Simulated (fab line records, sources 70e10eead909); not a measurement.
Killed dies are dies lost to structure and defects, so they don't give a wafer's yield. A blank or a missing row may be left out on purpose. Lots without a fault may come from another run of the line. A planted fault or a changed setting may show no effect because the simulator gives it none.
Which tool did it? | flow nand_harc | 13 lots, 39 wafers sampled, at 4 steps of a route of 1302

WHAT THE GAUGES READ, wafer by wafer
NHARC_P_ZERO_WELL_CD_MEAS_52: target cd 2000 nm.
lot  | measured     | on        | cd_nm (nm)
L608 | day 2 11:55  | cd_sem-02 | 2001.5 1998.7 1999.9
L609 | day 2 21:44  | cd_sem-02 | 2002.0 1999.4 2000.4
L610 | day 3 07:38  | cd_sem-03 | 2000.5 2002.5 2000.2
L612 | day 4 03:47  | cd_sem-01 | 1999.4 2000.1 2000.6
L613 | day 4 13:29  | cd_sem-03 | 1999.2 2002.3 2001.2
L617 | day 6 05:46  | cd_sem-01 | 1960.8 1959.3 1959.3
L624 | day 9 03:30  | cd_sem-02 | 1999.6 1998.5 2000.7
L625 | day 9 14:19  | cd_sem-03 | 2000.7 1997.6 1999.6
L626 | day 9 23:30  | cd_sem-01 | 2000.4 1999.5 2001.6
L627 | day 10 11:51 | cd_sem-03 | 2001.5 1999.8 2001.7
L628 | day 10 19:36 | cd_sem-02 | 2001.8 2002.3 2000.4
L629 | day 11 05:29 | cd_sem-03 | 1998.8 1997.7 1998.0
L630 | day 11 15:45 | cd_sem-03 | 1998.3 2001.5 2001.6

NHARC_P_ZERO_WELL_INSPECT_43.
lot  | measured     | on                | raw_defect_count
L608 | day 2 13:43  | defect_inspect-02 | 8 19 13
L609 | day 2 23:43  | defect_inspect-02 | 13 16 18
L610 | day 3 09:26  | defect_inspect-02 | 23 26 13
L612 | day 4 05:35  | defect_inspect-02 | 13 7 12
L613 | day 4 15:17  | defect_inspect-01 | 11 16 9
L617 | day 6 07:37  | defect_inspect-01 | 10 7 19
L624 | day 9 05:18  | defect_inspect-02 | 24 16 31
L625 | day 9 16:09  | defect_inspect-02 | 21 25 31
L626 | day 10 01:18 | defect_inspect-01 | 17 6 13
L627 | day 10 13:45 | defect_inspect-01 | 15 16 12
L628 | day 10 21:31 | defect_inspect-01 | 11 17 8
L629 | day 11 07:18 | defect_inspect-01 | 10 13 21
L630 | day 11 17:34 | defect_inspect-02 | 29 13 11

WHICH TOOL RAN EACH LOT (tool, then ch and the chambers of the sampled wafers, then the start)
lot  | NHARC_P_ZERO_WELL_ETCH_62                     | NHARC_P_ZERO_WELL_EXPOSE_49
L608 | rie_diel-02 ch 0,1,3, day 2 11:46 or earlier  | krf_scanner-04 ch 0, day 2 11:46
L609 | rie_diel-06 ch 1,2,3, day 2 21:35 or earlier  | krf_scanner-02 ch 0, day 2 21:35
L610 | rie_diel-04 ch 0,3, day 3 07:29 or earlier    | krf_scanner-04 ch 0, day 3 07:29
L612 | rie_diel-02 ch 0,3, day 4 03:37 or earlier    | krf_scanner-03 ch 0, day 4 03:37
L613 | rie_diel-06 ch 0,1,3, day 4 13:20 or earlier  | krf_scanner-04 ch 0, day 4 13:20
L617 | rie_diel-04 ch 0,2,3, day 6 05:36 or earlier  | krf_scanner-04 ch 0, day 6 05:36
L624 | rie_diel-04 ch 0,2, day 9 03:21 or earlier    | krf_scanner-03 ch 0, day 9 03:21
L625 | rie_diel-06 ch 0,2, day 9 14:10 or earlier    | krf_scanner-04 ch 0, day 9 14:10
L626 | rie_diel-02 ch 1,2,3, day 9 23:20 or earlier  | krf_scanner-04 ch 0, day 9 23:20
L627 | rie_diel-06 ch 0,2,3, day 10 11:42 or earlier | krf_scanner-02 ch 0, day 10 11:42
L628 | rie_diel-02 ch 0,2,3, day 10 19:27 or earlier | krf_scanner-02 ch 0, day 10 19:27
L629 | rie_diel-04 ch 0,3, day 11 05:20 or earlier   | krf_scanner-04 ch 0, day 11 05:20
L630 | rie_diel-06 ch 2,3, day 11 15:35 or earlier   | krf_scanner-03 ch 0, day 11 15:35
- NHARC_P_ZERO_WELL_ETCH_62: etches the open film in CHF3/Ar, target depth 13 nm, time 6.5 s.
- NHARC_P_ZERO_WELL_EXPOSE_49: exposes mask P HVPW, target cd 2000 nm.

WHAT THE TOOLS THEMSELVES READ (means of the sampled wafers that have a number; where no wafer has one, the mark that the record gives instead)
NHARC_P_ZERO_WELL_ETCH_62.
lot  | tool        | drypump_motor_current_A (A) | oes_product_au (a.u.) | rf_vpp_V (V) | showerhead_plenum_p_Torr (Torr) | throttle_valve_pct (%)
L608 | rie_diel-02 | 5.94                        | 0.949                 | 369.5        | 2.26                            | 20.211
L609 | rie_diel-06 | 6.00                        | 0.948                 | 370.3        | 2.32                            | 20.217
L610 | rie_diel-04 | 5.78                        | 0.977                 | 367.8        | 2.24                            | 20.219
L612 | rie_diel-02 | 6.00                        | 0.950                 | 368.2        | 2.24                            | 20.219
L613 | rie_diel-06 | 5.64                        | 0.974                 | 370.3        | 2.34                            | 20.221
L617 | rie_diel-04 | 5.97                        | 0.972                 | 368.9        | 2.24                            | 20.222
L624 | rie_diel-04 | 5.81                        | 0.969                 | 369.5        | 2.24                            | 20.220
L625 | rie_diel-06 | 5.88                        | 0.939                 | 369.5        | 2.31                            | 20.220
L626 | rie_diel-02 | 5.99                        | 0.971                 | 368.7        | 2.29                            | 20.215
L627 | rie_diel-06 | 5.73                        | 0.961                 | 369.1        | 2.28                            | 20.214
L628 | rie_diel-02 | 6.02                        | 0.949                 | 368.7        | 2.28                            | 20.214
L629 | rie_diel-04 | 5.81                        | 0.941                 | 368.3        | 2.22                            | 20.209
L630 | rie_diel-06 | 6.07                        | 0.960                 | 368.7        | 2.24                            | 20.215

THE ANSWER, worked out from the rows above alone
Rule: what is usual is taken from the lots themselves. Put in order of their means at a reading, lots are off if they are a third of the lots or fewer, leave a main group of 4 or more, and stand apart from it by a gap of 3 or more times the standard deviation of the main group's means; of several such gaps the widest counts. A main group whose means are all the same, to the digits that the tables above print for the reading, isn't used. A lot without any number at a reading at which 4 lots or more have one is off too. The other lots that the step has rows for count as sound. The gauges are gone through in route order, then the tools' own readings, and for those a lot's mean is taken as printed above. The first step at which some lot is off is used, and at that step the reading that is off furthest; a lot without a number counts as furthest.
Off: L617, at NHARC_P_ZERO_WELL_CD_MEAS_52 (cd_nm). The main group: mean 2000.3 nm, standard deviation 0.88.
A tool fits if, at a process step before that reading, it ran every lot that is off, and no sound lot after the first of them. The gauges at NHARC_P_ZERO_WELL_CD_MEAS_52 are tried like those tools. NHARC_P_ZERO_WELL_ETCH_62 gives no start for some lots, so the hours and the order of its lots are those of NHARC_P_ZERO_WELL_EXPOSE_49. None of those tried fits.

WHAT THE SIMULATOR HAD PUT IN
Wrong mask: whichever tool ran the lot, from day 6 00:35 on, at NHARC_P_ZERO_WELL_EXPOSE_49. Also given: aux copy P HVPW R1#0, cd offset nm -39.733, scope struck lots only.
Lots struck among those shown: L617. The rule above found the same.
